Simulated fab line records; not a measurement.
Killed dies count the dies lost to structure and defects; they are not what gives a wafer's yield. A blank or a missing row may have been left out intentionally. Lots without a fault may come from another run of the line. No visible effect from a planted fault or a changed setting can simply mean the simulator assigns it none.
What tool caused it? ; flow nand_harc ; 11 lots, 33 wafers sampled, at 6 steps of a route of 1302

## WHAT EACH GAUGE READ, for each wafer
NHARC_P_ZERO_WELL_CD_MEAS_11: target cd 500 nm.
lot;measured;on;cd_nm (nm)
L746;day 2 07:07;cd_sem-03;498.5 500.4 499.5
L749;day 3 13:16;cd_sem-01;501.2 498.8 500.1
L750;day 3 23:08;cd_sem-02;500.5 500.5 497.4
L751;day 4 09:07;cd_sem-01;498.8 501.1 499.0
L756;day 6 11:07;cd_sem-02;499.7 498.7 497.5
L759;day 7 17:07;cd_sem-02;500.7 502.2 497.3
L760;day 8 03:14;cd_sem-02;499.5 503.3 501.5
L762;day 8 23:07;cd_sem-01;500.1 496.4 497.8
L765;day 10 05:16;cd_sem-01;500.3 500.6 502.8
L766;day 10 15:16;cd_sem-02;503.2 501.9 502.6
L767;day 11 01:15;cd_sem-01;498.2 498.2 500.8

NHARC_P_ZERO_WELL_CD_MEAS_52: target cd 2000 nm.
lot;measured;on;cd_nm (nm)
L746;day 2 11:35;cd_sem-03;1996.0 2000.1 1997.2
L749;day 3 17:40;cd_sem-01;1999.5 2000.0 1999.6
L750;day 4 03:26;cd_sem-02;1983.1 1980.5 1983.3
L751;day 4 13:49;cd_sem-02;2000.8 1994.0 1999.6
L756;day 6 15:36;cd_sem-03;2000.5 1996.7 2000.0
L759;day 7 21:45;cd_sem-03;2002.1 2004.5 2003.2
L760;day 8 07:59;cd_sem-01;2003.2 2000.2 2000.4
L762;day 9 03:44;cd_sem-01;2001.2 1999.9 2002.4
L765;day 10 10:25;cd_sem-02;1997.4 1998.2 1999.2
L766;day 10 19:48;cd_sem-02;1999.5 1998.4 2000.4
L767;day 11 05:44;cd_sem-02;1998.3 1997.5 2000.4

NHARC_END_SORT_01.
lot;measured;on;killed_at_array;killed_at_other;killed_at_periphery;killed_dies;killed_open;killed_short
L746;day 24 09:58;prober-01;35 38 31;0 0 0;3 4 3;38 42 34;3 1 1;7 0 2
L759;day 29 22:19;prober-01;54 30 65;1 0 0;3 5 5;58 35 70;0 2 2;3 0 4
L760;day 30 05:20;prober-01;57 67 52;2 1 0;5 1 2;64 69 54;3 4 5;2 3 3
L762;day 32 01:02;prober-02;52 43 24;0 0 1;7 4 4;59 47 29;3 4 0;4 2 2
L766;day 33 13:41;prober-02;13 10 20;1 1 2;7 2 4;21 13 26;4 1 4;3 4 2

## TOOL THAT RAN EACH LOT (tool first, then ch and the chambers of the sampled wafers, then the start)
lot;NHARC_P_ZERO_WELL_DESCUM_26;NHARC_P_ZERO_WELL_EXPOSE_49;NHARC_P_STI_DESCUM_14
L746;rie_diel-13 ch 0,1,3, day 2 08:37;krf_scanner-04 ch 0, day 2 11:26;rie_diel-03 ch 0,1,2, day 3 06:51
L749;rie_diel-06 ch 0,2,3, day 3 14:40;krf_scanner-03 ch 0, day 3 17:31;rie_diel-01 ch 0,1,2, day 4 13:20
L750;rie_diel-09 ch 0,1, day 4 00:34;krf_scanner-03 ch 0, day 4 03:16;rie_diel-07 ch 0,2,3, day 4 21:11
L751;rie_diel-09 ch 0,2,3, day 4 10:47;krf_scanner-03 ch 0, day 4 13:40;rie_diel-01 ch 1,2,3, day 5 08:28
L756;rie_diel-09 ch 0,1,3, day 6 12:31;krf_scanner-03 ch 0, day 6 15:26;rie_diel-03 ch 0,1,2, day 7 11:14
L759;rie_diel-13 ch 0,1,3, day 7 18:38;krf_scanner-03 ch 0, day 7 21:36;rie_diel-03 ch 0,2,3, day 8 17:32
L760;rie_diel-09 ch 0,1,2, day 8 05:07;krf_scanner-03 ch 0, day 8 07:50;rie_diel-01 ch 0,1,3, day 9 00:53
L762;rie_diel-06 ch 0,3, day 9 00:37;krf_scanner-03 ch 0, day 9 03:35;rie_diel-01 ch 1,2, day 9 21:25
L765;rie_diel-06 ch 0,2, day 10 07:07;krf_scanner-04 ch 0, day 10 10:16;rie_diel-03 ch 0,2,3, day 11 04:21
L766;rie_diel-09 ch 0,3, day 10 16:41;krf_scanner-03 ch 0, day 10 19:38;rie_diel-03 ch 0,1,2, day 11 13:29
L767;rie_diel-06 ch 2,3, day 11 02:38;krf_scanner-04 ch 0, day 11 05:35;rie_diel-03 ch 2,3, day 12 00:09
- NHARC_P_ZERO_WELL_DESCUM_26: chemistry O2, time 3 s.
- NHARC_P_ZERO_WELL_EXPOSE_49: exposes mask P HVPW, target cd 2000 nm.
- NHARC_P_STI_DESCUM_14: chemistry O2, time 3 s.

## WHAT THE TOOLS THEMSELVES READ (means of the sampled wafers that have a number; where no wafer has one, the mark that the record gives instead)
NHARC_P_ZERO_WELL_DESCUM_26.
lot;tool;drypump_motor_current_A (A);mfc_ar_sccm (sccm);oes_product_au (a.u.);rf_vpp_V (V);showerhead_plenum_p_Torr (Torr);throttle_valve_pct (%)
L746;rie_diel-13;6.1;0.002;0.992;57.9;1.94;11.312
L749;rie_diel-06;5.4;0.000;0.988;57.1;1.87;11.308
L750;rie_diel-09;5.8;0.017;0.998;57.8;1.83;11.316
L751;rie_diel-09;5.3;0.020;1.002;57.0;1.83;11.316
L756;rie_diel-09;5.7;0.018;1.001;57.4;1.87;11.317
L759;rie_diel-13;6.1;0.002;0.987;57.7;1.93;11.312
L760;rie_diel-09;5.6;0.011;1.001;56.7;1.93;11.307
L762;rie_diel-06;5.6;0.000;0.998;56.7;1.85;11.314
L765;rie_diel-06;5.7;0.000;1.007;58.8;1.87;11.317
L766;rie_diel-09;5.4;0.027;0.996;57.9;1.96;11.311
L767;rie_diel-06;5.0;0.000;0.992;57.5;1.83;11.313

NHARC_P_ZERO_WELL_EXPOSE_49.
lot;tool;focus_offset_nm (nm)
L746;krf_scanner-04;0.4
L749;krf_scanner-03;0.0
L750;krf_scanner-03;0.5
L751;krf_scanner-03;-0.1
L756;krf_scanner-03;-0.2
L759;krf_scanner-03;0.0
L760;krf_scanner-03;-0.7
L762;krf_scanner-03;-0.5
L765;krf_scanner-04;-0.3
L766;krf_scanner-03;0.2
L767;krf_scanner-04;0.0

NHARC_P_STI_DESCUM_14.
lot;tool;drypump_motor_current_A (A);mfc_ar_sccm (sccm);oes_product_au (a.u.);rf_vpp_V (V);showerhead_plenum_p_Torr (Torr);throttle_valve_pct (%)
L746;rie_diel-03;5.6;0.005;1.005;58.0;1.94;11.303
L749;rie_diel-01;5.6;0.004;1.006;57.3;1.95;11.317
L750;rie_diel-07;5.8;0.003;0.983;57.2;1.86;11.310
L751;rie_diel-01;5.8;0.004;1.013;57.8;1.92;11.298
L756;rie_diel-03;5.7;0.005;1.007;58.0;1.94;11.300
L759;rie_diel-03;5.8;0.007;1.005;58.2;2.00;11.318
L760;rie_diel-01;5.6;0.000;0.999;58.0;1.91;11.322
L762;rie_diel-01;5.8;0.004;0.988;58.4;2.00;11.309
L765;rie_diel-03;5.8;0.007;1.003;58.0;2.00;11.315
L766;rie_diel-03;5.6;0.005;0.999;58.4;1.94;11.317
L767;rie_diel-03;6.1;0.001;1.005;58.1;1.97;11.310

## THE ANSWER, worked out from the rows above alone
Rule: usual is defined by the lots themselves. Put in order of their means at a reading, lots are off if they are a third of the lots or fewer, leave a main group of 4 or more, and stand apart from it by a gap of 3 or more times the standard deviation of the main group's means; of several such gaps the widest counts. If all means in a main group match to the digits the tables above print for the reading, that group is not used. A lot without any number at a reading at which 4 lots or more have one is off too. Where the step has rows for the other lots, those lots are counted as sound. After the gauges, taken in route order, come the tools' own readings; for these a lot's mean is taken, as printed above. At the first step where some lot is off, the reading lying furthest off is the one used; lots without a number count as furthest.
Off: L750, at NHARC_P_ZERO_WELL_CD_MEAS_52 (cd_nm). The main group: mean 1999.7 nm, standard deviation 1.6.
A tool fits if, at a process step before that reading, it ran every lot that is off, and no sound lot after the first of them. Gauges at NHARC_P_ZERO_WELL_CD_MEAS_52: tried the same way as those tools. Of those tried, none fits.

## WHAT THE SIMULATOR HAD PUT IN
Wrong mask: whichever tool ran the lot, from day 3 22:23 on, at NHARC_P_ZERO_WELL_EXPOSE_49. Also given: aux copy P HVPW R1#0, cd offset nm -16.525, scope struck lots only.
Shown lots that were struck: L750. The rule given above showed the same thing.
